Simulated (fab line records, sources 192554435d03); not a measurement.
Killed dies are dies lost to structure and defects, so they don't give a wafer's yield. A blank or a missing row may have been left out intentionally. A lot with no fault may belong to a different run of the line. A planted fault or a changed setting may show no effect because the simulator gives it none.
Chamber matching || flow n5-finfet || N5_HKMG_FIN_CMP_23 on cmp-01: 4 sister chambers
The step polishes, stops on SiNx, t overpolish 10 s, target thk 46.326 nm. 14 wafers are shown with their chamber, then 6 later ones without.

## EACH WAFER AND ITS CHAMBER
{"wafer": "L075.1", "chamber": 3, "motor-current-A (A)": 13.8, "time-to-endpoint-s (s)": 12.7, "overpolish-run-s (s)": 9.995}
{"wafer": "L075.3", "chamber": 1, "motor-current-A (A)": 13.6, "time-to-endpoint-s (s)": 6.6, "overpolish-run-s (s)": 9.981}
{"wafer": "L076.1", "chamber": 1, "motor-current-A (A)": 13.6, "time-to-endpoint-s (s)": 10.6, "overpolish-run-s (s)": 10.002}
{"wafer": "L076.4", "chamber": 3, "motor-current-A (A)": 13.8, "time-to-endpoint-s (s)": 13.2, "overpolish-run-s (s)": 9.985}
{"wafer": "L079.2", "chamber": 1, "motor-current-A (A)": 13.8, "time-to-endpoint-s (s)": 10.2, "overpolish-run-s (s)": 10.002}
{"wafer": "L079.3", "chamber": 2, "motor-current-A (A)": 10.5, "time-to-endpoint-s (s)": 10.3, "overpolish-run-s (s)": 9.994}
{"wafer": "L079.4", "chamber": 3, "motor-current-A (A)": 13.6, "time-to-endpoint-s (s)": 15.4, "overpolish-run-s (s)": 10.010}
{"wafer": "L081.1", "chamber": 0, "motor-current-A (A)": 12.2, "time-to-endpoint-s (s)": 10.5, "overpolish-run-s (s)": 10.003}
{"wafer": "L081.2", "chamber": 1, "motor-current-A (A)": 13.3, "time-to-endpoint-s (s)": 6.7, "overpolish-run-s (s)": 9.983}
{"wafer": "L086.3", "chamber": 2, "motor-current-A (A)": 10.7, "time-to-endpoint-s (s)": 13.3, "overpolish-run-s (s)": 9.988}
{"wafer": "L086.4", "chamber": 1, "motor-current-A (A)": 13.8, "time-to-endpoint-s (s)": 10.7, "overpolish-run-s (s)": 10.009}
{"wafer": "L088.3", "chamber": 1, "motor-current-A (A)": 13.1, "time-to-endpoint-s (s)": 12.2, "overpolish-run-s (s)": 9.997}
{"wafer": "L089.2", "chamber": 0, "motor-current-A (A)": 11.7, "time-to-endpoint-s (s)": 11.1, "overpolish-run-s (s)": 10.000}
{"wafer": "L089.4", "chamber": 1, "motor-current-A (A)": 13.4, "time-to-endpoint-s (s)": 6.0, "overpolish-run-s (s)": 10.001}

SIGNATURES (means of the wafers above)
{"reading": "motor-current-A", "chamber 0": 11.950, "chamber 1": 13.514, "chamber 2": 10.600, "chamber 3": 13.733, "scatter within a chamber": 0.241}
{"reading": "time-to-endpoint-s", "chamber 0": 10.800, "chamber 1": 9.000, "chamber 2": 11.800, "chamber 3": 13.767, "scatter within a chamber": 2.14}
{"reading": "overpolish-run-s", "chamber 0": 10.00150, "chamber 1": 9.99643, "chamber 2": 9.99100, "chamber 3": 9.99667, "scatter within a chamber": 0.00999}
Rule: a wafer lies at a distance from a chamber equal to the root of the sum of squares, over the readings, of (its reading less the chamber's mean, divided by the reading's scatter). The wafer belongs to the nearest chamber; if the next one is less than 2 further off, it can't be placed. How the scatter is found: for the shown wafers, subtract from each reading the mean of its chamber, square and add these, divide the total by (wafers less chambers), then take the root.

## WAFERS WITH NO CHAMBER GIVEN
{"wafer": "L094.2", "motor-current-A (A)": 10.4, "time-to-endpoint-s (s)": 9.5, "overpolish-run-s (s)": 9.999}
{"wafer": "L094.3", "motor-current-A (A)": 11.9, "time-to-endpoint-s (s)": 10.3, "overpolish-run-s (s)": 10.011}
{"wafer": "L094.4", "motor-current-A (A)": 14.2, "time-to-endpoint-s (s)": 11.2, "overpolish-run-s (s)": 10.002}
{"wafer": "L096.2", "motor-current-A (A)": 13.5, "time-to-endpoint-s (s)": 14.6, "overpolish-run-s (s)": 9.995}
{"wafer": "L096.3", "motor-current-A (A)": 12.5, "time-to-endpoint-s (s)": 10.5, "overpolish-run-s (s)": 10.004}
{"wafer": "L096.4", "motor-current-A (A)": 13.5, "time-to-endpoint-s (s)": 9.3, "overpolish-run-s (s)": 9.991}

## WHICH CHAMBER EACH WENT THROUGH
{"wafer": "L094.2", "from the rows above": 2, "in truth": 2}
{"wafer": "L094.3", "from the rows above": 0, "in truth": 0}
{"wafer": "L094.4", "from the rows above": "can't be placed: 3 or 1", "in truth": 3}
{"wafer": "L096.2", "from the rows above": "can't be placed: 3 or 1", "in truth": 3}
{"wafer": "L096.3", "from the rows above": 0, "in truth": 0}
{"wafer": "L096.4", "from the rows above": "can't be placed: 1 or 3", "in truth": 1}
Correctly placed: 3 of 6. Unplaceable from these rows: 3, with the true chamber sitting among the candidates in 3. Wrongly placed: 0.
